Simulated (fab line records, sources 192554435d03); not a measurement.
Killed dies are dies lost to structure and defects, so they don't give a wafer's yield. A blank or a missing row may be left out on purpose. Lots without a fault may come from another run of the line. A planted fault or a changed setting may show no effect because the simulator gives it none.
fab line records | flow n5_finfet
record lots=7 wafers=39
route steps=1938 shown FIN_SAQP@100 SDB@361 MOL_CONTACT_COAG@559 BEOL_M1@753 BEOL_M2@912 BEOL_M5@1112 BEOL_M8@1332 BEOL_M10@1512 MIM_BOT@1833 PASSIVATION@1930
start_h: hours from the record's first day to the start of the lot's first wafer shown | wait_h: hours since the lot's step before | " the same as in the row above | L1.1+2: a row that stands for several wafers | - no value, or no start given | * or withheld: withheld | < > ~ a bound
route shown NAME@n: a module of which the file shows steps, and the number in the route of the first | usual: mean/standard deviation of fault-free wafers | same: alike in all rows | chamber/n: place in a boat | sites: the reading at each site | _std_site: their standard deviation | _edge_site: outer sites' mean less inner sites' | radius_mm: how far each site lies from the wafer's centre | mask NAME#n: copy n | behind: the tool/chamber that last shaped the wafer | hold: why the lot was held/for how many hours/how that ended | device: the transistor (n, p or np) that didn't switch | end of line: the same wafers' tests at the end of the route | a step without rows: its recipe alone | killed: dies lost to structure and defects at the first sort, not the wafer's yield | map: a wafer's dies, x killed, . not, _ none there
set.NAME: the setting as run; set.NAME@STEP: as run at that earlier step | model.NAME: the simulator's own value behind a step, which no gauge read
lots whose settings were changed on purpose; a table a step, a row a wafer
## steps
# step N5_FIN_SAQP_PECVD_06
# recipe material=a-Si target_thk_a=600 temp_c=400 precursor=SiH4/He pressure_torr=3 rf_w=100 time_s=48.1
# step N5_FIN_SAQP_SPACER2_ALD_28
# recipe material=SiO2 target_thk_a=81 temp_c=300 ald_precursor_family=BDEAS ald_co_reactant=O2-plasma pulse_time_s=1 purge_time_s=2 co_reactant_purge_time_s=2 pressure_torr=2
# step N5_SDB_ETCH_18
# recipe chemistry=N2/H2 target=SOC target_depth_a=1000 overetch_a=200 mask_material=SiARC temp_c=40 time_s=150 ion_energy_ev=200 pressure_mtorr=30 source_w=840 bias_w=150 n2_flow_sccm=200 h2_flow_sccm=200
# step N5_MOL_CONTACT_COAG_ALD_27
# recipe material=SiOC target_thk_a=170 temp_c=400 ald_precursor_family=carbosiloxane ald_co_reactant=H2-plasma pulse_time_s=1.5 time_s=2720 purge_time_s=2 co_reactant_purge_time_s=2 ald_cycles=340 pressure_torr=2
# step N5_MOL_CONTACT_COAG_ALD_131
# recipe material=SiO2 target_thk_a=50 temp_c=100 ald_precursor_family=BDEAS ald_co_reactant=O2-plasma pulse_time_s=1 co_reactant_pulse_time_s=1 purge_time_s=2 co_reactant_purge_time_s=2 ald_cycles=35 pressure_torr=2
# step N5_BEOL_M1_PECVD_72
# recipe material=SiO2 target_thk_a=160 temp_c=400 precursor=TEOS/O2 pressure_torr=5.5 rf_w=450 teos_flow_sccm=53.8 gas=O2 flow_sccm=3000 time_s=18
# step N5_BEOL_M2_SPUTTER_88
# recipe material=Cu target_thk_a=45 temp_c=-20 chamber_pressure_pa=0.07 power_w=withheld time_s=8.29
# step N5_BEOL_M5_ILD_DEP_00
# recipe material=SiCOH_lowk target_thk_a=1406.4 temp_c=300 precursor=DEMS/porogen pressure_torr=5 rf_w=500 time_s=25.9
# step N5_BEOL_M5_SPUTTER_81
# recipe material=Cu target_thk_a=150 temp_c=-20 chamber_pressure_pa=0.07 power_w=withheld time_s=27.62
# step N5_BEOL_M8_ILD_DEP_00
# recipe material=SiCOH_lowk target_thk_a=1797.5 temp_c=300 precursor=DEMS/porogen pressure_torr=5 rf_w=500 time_s=33.4
# step N5_BEOL_M10_TRENCH_ETCH_37
# recipe chemistry=C4F6/O2 target_depth_a=1488.3 target=SiCOH_lowk time_s=48 ion_energy_ev=250 pressure_mtorr=30 source_w=345 bias_w=185 Ar_flow_sccm=300 C4F6_flow_sccm=10 O2_flow_sccm=10
# step N5_MIM_BOT_SPUTTER_00
# recipe material=TiN target_thk_a=350 temp_c=200 power_w=3000 chamber_pressure_pa=0.49996 gas=Ar reactive_partial_pa=0.37997 time_s=89.7
# step N5_PASSIVATION_ETCH_54
# recipe chemistry=CHF3/O2 target=SiO2 target_depth_a=8800 CHF3_flow_sccm=50 O2_flow_sccm=5 Ar_flow_sccm=200 time_s=440 mask_material=PR pressure_mtorr=30 source_w=650 bias_w=170 ion_energy_ev=200
# step N5_PASSIVATION_PROBE_49
# usual killed_at_contacts=13/6
# columns lot.wafer tool chamber start_h wait_h set.time_s@FIN_SAQP_PECVD_06 set.target_thk_a@FIN_SAQP_SPACER2_ALD_28 set.time_s@SDB_ETCH_18 set.ald_cycles@MOL_CONTACT_COAG_ALD_27 set.ald_cycles@MOL_CONTACT_COAG_ALD_131 set.time_s@BEOL_M1_PECVD_72 set.target_thk_a@BEOL_M2_SPUTTER_88 set.target_thk_a@BEOL_M5_ILD_DEP_00 set.target_thk_a@BEOL_M5_SPUTTER_81 set.target_thk_a@BEOL_M8_ILD_DEP_00 set.target_depth_a@BEOL_M10_TRENCH_ETCH_37 set.time_s@MIM_BOT_SPUTTER_00 set.target_depth_a@PASSIVATION_ETCH_54 killed_at_contacts
L075.2 prober-02 - 275.52 0.9 48.1 81 150 340 35 18 45 1406.4 150 1797.5 1488.3 89.7 8800 13
L075.4 prober-02 - 275.62 1.0 48.1 81 150 340 35 18 45 1406.4 150 1797.5 1488.3 89.7 8800 10
L075.5 prober-02 - 275.67 1.1 48.1 81 150 340 35 18 45 1406.4 150 1797.5 1488.3 89.7 8800 23
L076.1 prober-02 - 279.65 0.0 48.1 121.4 150 340 35 9.288 34.14 1694 219.8 1489 1488.3 89.7 8800 12
L076.2 prober-02 - 279.70 0.1 48.1 81 150 480 35 18 34.14 1406.4 150 1489 1488.3 89.7 13120 16
L076.3 prober-02 - 279.75 0.1 48.1 81 150 340 35 9.288 45 1406.4 150 1797.5 1488.3 89.7 13120 23
L076.4 prober-02 - 279.80 0.2 48.1 121.4 150 340 35 18 45 1694 150 1797.5 1488.3 89.7 8800 15
L076.5 prober-02 - 279.85 0.2 48.1 81 150 480 35 18 34.14 1694 219.8 1797.5 1488.3 89.7 13120 25
L076.6 prober-02 - 279.90 0.3 48.1 121.4 150 480 35 9.288 45 1406.4 219.8 1489 1488.3 89.7 8800 34
L080.1 prober-01 - 291.07 0.0 30.32 81 118.2 474 21 18 24.94 2162 150 1797.5 1488.3 89.7 8800 23
L080.2 prober-01 - 291.12 0.1 48.1 63.18 118.2 340 35 22.7 24.94 2162 150 805.5 1488.3 50.13 3682 9
L080.3 prober-01 - 291.17 0.1 30.32 81 118.2 340 21 22.7 45 1406.4 222.7 1797.5 1488.3 89.7 3682 276
L080.4 prober-01 - 291.22 0.2 48.1 81 150 474 35 22.7 45 1406.4 150 1797.5 1488.3 50.13 8800 13
L080.5 prober-01 - 291.27 0.2 30.32 63.18 150 340 35 18 45 2162 222.7 805.5 1488.3 50.13 8800 15
L080.6 prober-01 - 291.32 0.3 48.1 63.18 150 474 21 18 24.94 1406.4 222.7 805.5 1488.3 89.7 3682 1075
L085.1 prober-01 - 329.58 0.0 48.1 53.8 222.3 340 30 18 45 1034 150 1797.5 811.3 89.7 8800 15
L085.2 prober-01 - 329.63 0.1 48.1 53.8 150 340 35 18 32.85 1406.4 150 2182 811.3 89.7 5477 7
L085.3 prober-01 - 329.68 0.1 48.1 81 222.3 340 35 18 32.85 1406.4 150 1797.5 1488.3 89.7 8800 20
L085.4 prober-01 - 329.73 0.2 48.1 53.8 222.3 340 30 18 32.85 1034 150 2182 811.3 89.7 8800 6
L085.5 prober-01 - 329.78 0.2 48.1 81 150 340 35 18 45 1034 150 2182 1488.3 89.7 5477 10
L085.6 prober-01 - 329.83 0.3 48.1 81 150 340 30 18 45 1406.4 150 1797.5 1488.3 89.7 5477 9
L087.1 prober-01 - 345.44 0.0 23.7 81 150 463 35 18 67.05 1406.4 117.2 1453 1488.3 89.7 8800 7
L087.2 prober-01 - 345.49 0.1 23.7 81 197.1 340 25 9.094 67.05 1406.4 150 1797.5 1488.3 58.52 8800 589
L087.3 prober-01 - 345.54 0.1 48.1 81 150 463 35 9.094 45 1406.4 150 1453 1488.3 89.7 6395 7
L087.4 prober-01 - 345.59 0.2 48.1 32.61 197.1 463 25 9.094 45 1406.4 117.2 1453 2269 58.52 8800 563
L087.5 prober-01 - 345.64 0.2 23.7 32.61 150 340 25 18 67.05 1406.4 117.2 1797.5 2269 89.7 6395 327
L087.6 prober-01 - 345.69 0.3 48.1 32.61 197.1 340 35 18 45 1406.4 150 1797.5 2269 58.52 6395 0
L091.1 prober-01 - 379.06 0.0 39.18 81 150 340 35 18 22.74 1406.4 150 2271 1488.3 89.7 11910 14
L091.2 prober-01 - 379.11 0.1 39.18 35.02 150 478 35 18 45 1406.4 150 1797.5 1488.3 89.7 11910 16
L091.3 prober-01 - 379.16 0.1 39.18 81 150 340 25 22.72 45 1406.4 150 2271 1488.3 89.7 8800 618
L091.4 prober-01 - 379.21 0.2 48.1 35.02 150 478 25 22.72 45 1406.4 150 2271 1488.3 89.7 8800 600
L091.5 prober-01 - 379.26 0.2 48.1 35.02 150 340 25 18 22.74 1406.4 150 1797.5 1488.3 89.7 8800 633
L091.6 prober-01 - 379.31 0.3 48.1 81 150 478 35 22.72 22.74 1406.4 150 1797.5 1488.3 89.7 11910 12
L090.1 prober-01 - 379.36 0.0 48.1 48.64 150 340 35 18 45 1406.4 150 1797.5 923.4 89.7 8800 15
L090.2 prober-01 - 379.41 0.1 48.1 48.64 150 340 35 8.981 45 1927 150 1797.5 1488.3 89.7 8800 13
L090.3 prober-01 - 379.46 0.1 48.1 81 66.85 340 35 8.981 57.78 1406.4 65.51 1797.5 1488.3 41.04 8800 11
L090.4 prober-01 - 379.51 0.2 48.1 48.64 66.85 340 35 18 57.78 1927 150 1797.5 1488.3 41.04 8800 14
L090.5 prober-01 - 379.56 0.2 48.1 81 66.85 340 35 8.981 45 1927 65.51 1797.5 923.4 89.7 8800 25
L090.6 prober-01 - 379.61 0.3 48.1 81 150 340 35 18 57.78 1406.4 65.51 1797.5 923.4 41.04 8800 12
# killed by level:class
L075.2 MOL_CONTACT_COAG:geometric_particle:open=10 BEOL_M3:geometric_particle:open=10 BEOL_M0:geometric_particle:open=7 FIN_SAQP:geometric_particle:open=6 STARTING-WAFER:geometric_particle:open=4 STARTING-WAFER:geometric_particle:short=4 FIN_SAQP:geometric_particle:short=3 DUMMY_GATE:geometric_particle:short=3
L075.4 BEOL_M3:geometric_particle:open=8 BEOL_M4:geometric_particle:open=7 FIN_SAQP:geometric_particle:open=6 MOL_CONTACT_COAG:geometric_particle:open=6 STARTING-WAFER:geometric_particle:short=6 FIN_SAQP:geometric_particle:short=4 MOL_CONTACT_COAG:geometric_particle:short=4 STARTING-WAFER:geometric_particle:open=4
L075.5 MOL_CONTACT_COAG:geometric_particle:open=19 BEOL_M3:geometric_particle:open=16 FIN_SAQP:geometric_particle:open=13 STI_FIN_REVEAL:geometric_particle:open=8 BEOL_M4:geometric_particle:open=7 FIN_SAQP:geometric_particle:short=5 MOL_CONTACT_COAG:geometric_particle:short=4 BEOL_M0:geometric_particle:open=4
L076.1 STI_FIN_REVEAL:geometric_particle:open=12 MOL_CONTACT_COAG:geometric_particle:open=10 BEOL_M2:geometric_particle:open=8 BEOL_M0_SAQP:geometric_particle:open=6 DUMMY_GATE:geometric_particle:open=4 GATE_CUT:geometric_particle:short=4 BEOL_M4:geometric_particle:open=4 MIM_TOP:geometric_particle:open=4
L076.2 STI_FIN_REVEAL:geometric_particle:open=15 BEOL_M2:geometric_particle:open=13 DUMMY_GATE:geometric_particle:open=9 BEOL_M0_SAQP:geometric_particle:open=9 MOL_CONTACT_COAG:geometric_particle:open=8 MOL_CONTACT_COAG:geometric_particle:short=8 BEOL_M3:geometric_particle:open=6 BEOL_M1:geometric_particle:open=4
L076.3 MOL_CONTACT_COAG:geometric_particle:open=18 DUMMY_GATE:geometric_particle:open=8 BEOL_M4:geometric_particle:open=7 BEOL_M0_SAQP:geometric_particle:short=6 BEOL_M1:geometric_particle:open=6 MOL_CONTACT_COAG:geometric_particle:short=5 BEOL_M4:geometric_particle:short=5 GATE_CUT:geometric_particle:short=4
L076.4 MOL_CONTACT_COAG:geometric_particle:open=13 BEOL_M2:geometric_particle:open=12 BEOL_M0_SAQP:geometric_particle:short=7 FIN_SAQP:geometric_particle:open=5 STI_FIN_REVEAL:geometric_particle:open=5 PAD_METAL:geometric_particle:short=4 FIN_SAQP:geometric_particle:short=3 BEOL_M0_SAQP:geometric_particle:open=3
L076.5 MOL_CONTACT_COAG:geometric_particle:open=22 BEOL_M4:geometric_particle:open=12 STI_FIN_REVEAL:geometric_particle:open=10 BEOL_M1:geometric_particle:open=9 BEOL_M2:geometric_particle:open=9 BEOL_M0_SAQP:geometric_particle:short=7 DUMMY_GATE:geometric_particle:open=6 BEOL_M0_SAQP:geometric_particle:open=6
L076.6 MOL_CONTACT_COAG:geometric_particle:open=30 BEOL_M0_SAQP:geometric_particle:short=11 BEOL_M0_SAQP:geometric_particle:open=9 STI_FIN_REVEAL:geometric_particle:open=8 DUMMY_GATE:geometric_particle:open=6 BEOL_M2:geometric_particle:open=6 GATE_CUT:geometric_particle:short=4 MOL_CONTACT_COAG:geometric_particle:short=4
L080.1 SDB:area_etch=1058 BEOL_M0_SAQP:geometric_particle:short=14 MOL_CONTACT_COAG:area_ald=11 BEOL_M3:geometric_particle:open=10 BEOL_M0:geometric_particle:open=9 MOL_CONTACT_COAG:geometric_particle:open=8 STI_FIN_REVEAL:geometric_particle:open=7 BEOL_M0_SAQP:geometric_particle:open=7
L080.2 SDB:area_etch=624 BEOL_M5:area_etch=456 STI_FIN_REVEAL:geometric_particle:open=14 BEOL_M1:geometric_particle:open=8 BEOL_M0_SAQP:geometric_particle:short=7 BEOL_M4:geometric_particle:open=6 MOL_CONTACT_COAG:geometric_particle:open=6 FIN_SAQP:geometric_particle:open=5
L080.3 SDB:area_etch=796 MOL_CONTACT_COAG:area_ald=264 BEOL_M0_SAQP:geometric_particle:open=12 BEOL_M0_SAQP:geometric_particle:short=12 MOL_CONTACT_COAG:geometric_particle:open=8 BEOL_M3:geometric_particle:open=8 BEOL_M4:geometric_particle:open=7 BEOL_M1:geometric_particle:open=6
L080.4 MOL_CONTACT_COAG:geometric_particle:open=12 BEOL_M3:geometric_particle:open=11 BEOL_M4:geometric_particle:open=10 STI_FIN_REVEAL:geometric_particle:open=7 BEOL_M0_SAQP:geometric_particle:open=7 FIN_SAQP:geometric_particle:open=6 BEOL_M0_SAQP:geometric_particle:short=6 BEOL_M1:geometric_particle:open=6
L080.5 BEOL_M5:area_etch=1067 MOL_CONTACT_COAG:geometric_particle:open=11 GATE_CUT:geometric_particle:short=9 BEOL_M0_SAQP:geometric_particle:open=8 BEOL_M1:geometric_particle:open=7 BEOL_M3:geometric_particle:open=7 GATE_CUT:geometric_particle:open=6 BEOL_M4:geometric_particle:open=6
L080.6 MOL_CONTACT_COAG:area_ald=1065 BEOL_M8:area_dep=13 BEOL_M0_SAQP:geometric_particle:short=10 BEOL_M0_SAQP:geometric_particle:open=8 STI_FIN_REVEAL:geometric_particle:open=7 MOL_CONTACT_COAG:geometric_particle:open=7 BEOL_M3:geometric_particle:open=7 BEOL_M2:geometric_particle:open=6
L085.1 BEOL_M10:area_etch=1050 FIN_SAQP:geometric_particle:short=15 FIN_SAQP:geometric_particle:open=14 BEOL_M2:geometric_particle:open=9 GATE_CUT:geometric_particle:short=8 STI_FIN_REVEAL:geometric_particle:open=7 MOL_CONTACT_COAG:geometric_particle:open=7 BEOL_M3:geometric_particle:open=7
L085.2 BEOL_M10:area_etch=1085 FIN_SAQP:geometric_particle:short=15 FIN_SAQP:geometric_particle:open=14 MOL_CONTACT_COAG:geometric_particle:open=7 GATE_CUT:geometric_particle:short=4 GATE_CUT:geometric_particle:open=4 BEOL_M0_SAQP:geometric_particle:short=4 BEOL_M0:geometric_particle:short=4
L085.3 FIN_SAQP:geometric_particle:short=16 MOL_CONTACT_COAG:geometric_particle:open=16 FIN_SAQP:geometric_particle:open=12 GATE_CUT:geometric_particle:short=11 BEOL_M4:geometric_particle:open=8 STI_FIN_REVEAL:geometric_particle:open=5 BEOL_M0_SAQP:geometric_particle:short=5 BEOL_M1:geometric_particle:open=5
L085.4 BEOL_M10:area_etch=1067 FIN_SAQP:geometric_particle:short=19 BEOL_M4:geometric_particle:open=13 FIN_SAQP:geometric_particle:open=10 BEOL_M0:geometric_particle:open=8 GATE_CUT:geometric_particle:short=7 ILD0:geometric_particle:open=5 STI_FIN_REVEAL:geometric_particle:open=4
L085.5 PASSIVATION:area_etch=1071 FIN_SAQP:geometric_particle:short=14 FIN_SAQP:geometric_particle:open=12 BEOL_M4:geometric_particle:open=11 BEOL_M0_SAQP:geometric_particle:short=7 MOL_CONTACT_COAG:geometric_particle:open=7 BEOL_M0_SAQP:geometric_particle:open=7 BEOL_M2:geometric_particle:open=5
L085.6 PASSIVATION:area_etch=1062 FIN_SAQP:geometric_particle:short=16 BEOL_M0:geometric_particle:open=12 GATE_CUT:geometric_particle:short=9 FIN_SAQP:geometric_particle:open=8 MOL_CONTACT_COAG:geometric_particle:open=8 BEOL_M3:geometric_particle:open=7 BEOL_M2:geometric_particle:open=6
L087.1 FIN_SAQP:geometric_particle:open=14 STI_FIN_REVEAL:geometric_particle:open=9 MOL_CONTACT_COAG:geometric_particle:open=6 GATE_CUT:geometric_particle:short=5 BEOL_M0:geometric_particle:open=5 BEOL_M4:geometric_particle:open=5 FIN_SAQP:geometric_particle:short=4 BEOL_M2:geometric_particle:open=4
L087.2 MOL_CONTACT_COAG:area_ald=579 MOL_CONTACT_COAG:geometric_particle:open=8 BEOL_M2:geometric_particle:open=8 FIN_SAQP:geometric_particle:open=7 STI_FIN_REVEAL:geometric_particle:open=7 BEOL_M2:geometric_particle:short=7 BEOL_M0:geometric_particle:open=6 BEOL_M4:geometric_particle:open=5
L087.3 PASSIVATION:area_etch=1081 FIN_SAQP:geometric_particle:open=18 BEOL_M2:geometric_particle:open=15 BEOL_M4:geometric_particle:open=8 FIN_SAQP:geometric_particle:short=7 STI_FIN_REVEAL:geometric_particle:open=5 BEOL_M0:geometric_particle:open=5 BEOL_M5:geometric_particle:open=5
L087.4 MOL_CONTACT_COAG:area_ald=547 FIN_SAQP:geometric_particle:open=19 BEOL_M2:geometric_particle:open=17 MOL_CONTACT_COAG:geometric_particle:open=13 BEOL_M10:area_etch=9 FIN_SAQP:geometric_particle:short=8 STI_FIN_REVEAL:geometric_particle:open=8 BEOL_M0_SAQP:geometric_particle:short=6
L087.5 PASSIVATION:area_etch=733 MOL_CONTACT_COAG:area_ald=313 BEOL_M2:geometric_particle:open=17 FIN_SAQP:geometric_particle:open=13 BEOL_M4:geometric_particle:open=11 MOL_CONTACT_COAG:geometric_particle:open=11 STI_FIN_REVEAL:geometric_particle:open=7 BEOL_M0_SAQP:geometric_particle:short=7
L087.6 PASSIVATION:area_etch=1080 FIN_SAQP:geometric_particle:open=13 FIN_SAQP:geometric_particle:short=9 BEOL_M0_SAQP:geometric_particle:open=9 BEOL_M4:geometric_particle:open=9 BEOL_M2:geometric_particle:open=7 BEOL_M0_SAQP:geometric_particle:short=5 BEOL_M5:geometric_particle:open=5
L091.1 MOL_CONTACT_COAG:geometric_particle:open=11 FIN_SAQP:geometric_particle:open=6 BEOL_M2:geometric_particle:open=5 BEOL_M0_SAQP:geometric_particle:short=4 BEOL_M3:geometric_particle:open=4 STARTING-WAFER:geometric_particle:short=4 MOL_CONTACT_COAG:geometric_particle:short=3 BEOL_M4:geometric_particle:open=3
L091.2 MOL_CONTACT_COAG:geometric_particle:open=14 FIN_SAQP:geometric_particle:open=13 BEOL_M3:geometric_particle:open=11 BEOL_M2:geometric_particle:open=10 BEOL_M5:geometric_particle:open=6 FIN_SAQP:geometric_particle:short=5 GATE_CUT:geometric_particle:open=4 BEOL_M1:geometric_particle:short=4
L091.3 MOL_CONTACT_COAG:area_ald=597 MOL_CONTACT_COAG:geometric_particle:open=17 FIN_SAQP:geometric_particle:short=8 BEOL_M4:geometric_particle:open=8 BEOL_M2:geometric_particle:open=8 BEOL_M3:geometric_particle:open=7 FIN_SAQP:geometric_particle:open=6 BEOL_M5:geometric_particle:open=6
L091.4 MOL_CONTACT_COAG:area_ald=585 FIN_SAQP:geometric_particle:open=16 MOL_CONTACT_COAG:geometric_particle:open=12 STI_FIN_REVEAL:geometric_particle:open=11 BEOL_M0_SAQP:geometric_particle:short=10 FIN_SAQP:geometric_particle:short=6 STI_FIN_REVEAL:geometric_particle:short=6 DUMMY_GATE:geometric_particle:open=6
L091.5 MOL_CONTACT_COAG:area_ald=619 MOL_CONTACT_COAG:geometric_particle:open=11 BEOL_M3:geometric_particle:open=9 FIN_SAQP:geometric_particle:open=7 FIN_SAQP:geometric_particle:short=7 BEOL_M2:geometric_particle:open=5 DUMMY_GATE:geometric_particle:open=4 BEOL_M0_SAQP:geometric_particle:open=4
L091.6 STI_FIN_REVEAL:geometric_particle:open=11 MOL_CONTACT_COAG:geometric_particle:open=10 BEOL_M2:geometric_particle:open=10 FIN_SAQP:geometric_particle:open=9 BEOL_M3:geometric_particle:open=8 BEOL_M0_SAQP:geometric_particle:open=6 HKMG_FIN:area_etch=6 BEOL_M1:geometric_particle:open=5
L090.1 BEOL_M10:area_ecd=36 STI_FIN_REVEAL:geometric_particle:open=14 MOL_CONTACT_COAG:geometric_particle:open=13 HKMG_FIN:area_etch=9 FIN_SAQP:geometric_particle:short=7 BEOL_M1:geometric_particle:open=7 BEOL_M0:geometric_particle:open=6 FIN_SAQP:geometric_particle:open=5
L090.2 BEOL_M5:area_etch=1084 STI_FIN_REVEAL:geometric_particle:open=11 MOL_CONTACT_COAG:geometric_particle:open=11 BEOL_M3:geometric_particle:open=9 BEOL_M0_SAQP:geometric_particle:open=7 BEOL_M2:geometric_particle:short=7 BEOL_M4:geometric_particle:open=7 FIN_SAQP:geometric_particle:open=5
L090.3 SDB:area_etch=1077 BEOL_M3:geometric_particle:open=11 FIN_SAQP:geometric_particle:open=10 MOL_CONTACT_COAG:geometric_particle:open=10 BEOL_M5:interface_void_opened=9 BEOL_M2:geometric_particle:open=9 FIN_SAQP:geometric_particle:short=6 STI_FIN_REVEAL:geometric_particle:open=6
L090.4 SDB:area_etch=1073 STI_FIN_REVEAL:geometric_particle:open=15 MOL_CONTACT_COAG:geometric_particle:open=12 BEOL_M2:geometric_particle:open=10 BEOL_M0_SAQP:geometric_particle:short=8 FIN_SAQP:geometric_particle:open=6 BEOL_M1:geometric_particle:open=6 BEOL_M3:geometric_particle:open=5
L090.5 SDB:area_etch=1068 MOL_CONTACT_COAG:geometric_particle:open=18 FIN_SAQP:geometric_particle:open=16 STI_FIN_REVEAL:geometric_particle:open=14 BEOL_M5:interface_void_opened=10 MOL_CONTACT_COAG:geometric_particle:short=7 BEOL_M1:geometric_particle:open=7 FIN_SAQP:geometric_particle:short=5
L090.6 BEOL_M10:area_ecd=53 STI_FIN_REVEAL:geometric_particle:open=10 MOL_CONTACT_COAG:geometric_particle:open=10 HKMG_FIN:area_etch=9 BEOL_M5:interface_void_opened=7 BEOL_M0_SAQP:geometric_particle:open=6 BEOL_M1:geometric_particle:open=6 BEOL_M3:geometric_particle:open=6
## key
split step=N5_FIN_SAQP_PECVD_06 setting=time_s stated_as=48.1
response none clear
split step=N5_FIN_SAQP_SPACER2_ALD_28 setting=target_thk_a stated_as=81
response none clear
split step=N5_SDB_ETCH_18 setting=time_s stated_as=150
response none clear
split step=N5_MOL_CONTACT_COAG_ALD_27 setting=ald_cycles stated_as=340
response none clear
split step=N5_MOL_CONTACT_COAG_ALD_131 setting=ald_cycles stated_as=35
response step=N5_PASSIVATION_PROBE_49 reading=killed_at_contacts slope=-15.5 per=1% together_with=all explained=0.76
split step=N5_BEOL_M1_PECVD_72 setting=time_s stated_as=18
response none clear
split step=N5_BEOL_M2_SPUTTER_88 setting=target_thk_a stated_as=45
response none clear
split step=N5_BEOL_M5_ILD_DEP_00 setting=target_thk_a stated_as=1406.4
response none clear
split step=N5_BEOL_M5_SPUTTER_81 setting=target_thk_a stated_as=150
response none clear
split step=N5_BEOL_M8_ILD_DEP_00 setting=target_thk_a stated_as=1797.5
response none clear
split step=N5_BEOL_M10_TRENCH_ETCH_37 setting=target_depth_a stated_as=1488.3
response none clear
split step=N5_MIM_BOT_SPUTTER_00 setting=time_s stated_as=89.7
response none clear
split step=N5_PASSIVATION_ETCH_54 setting=target_depth_a stated_as=8800
response none clear
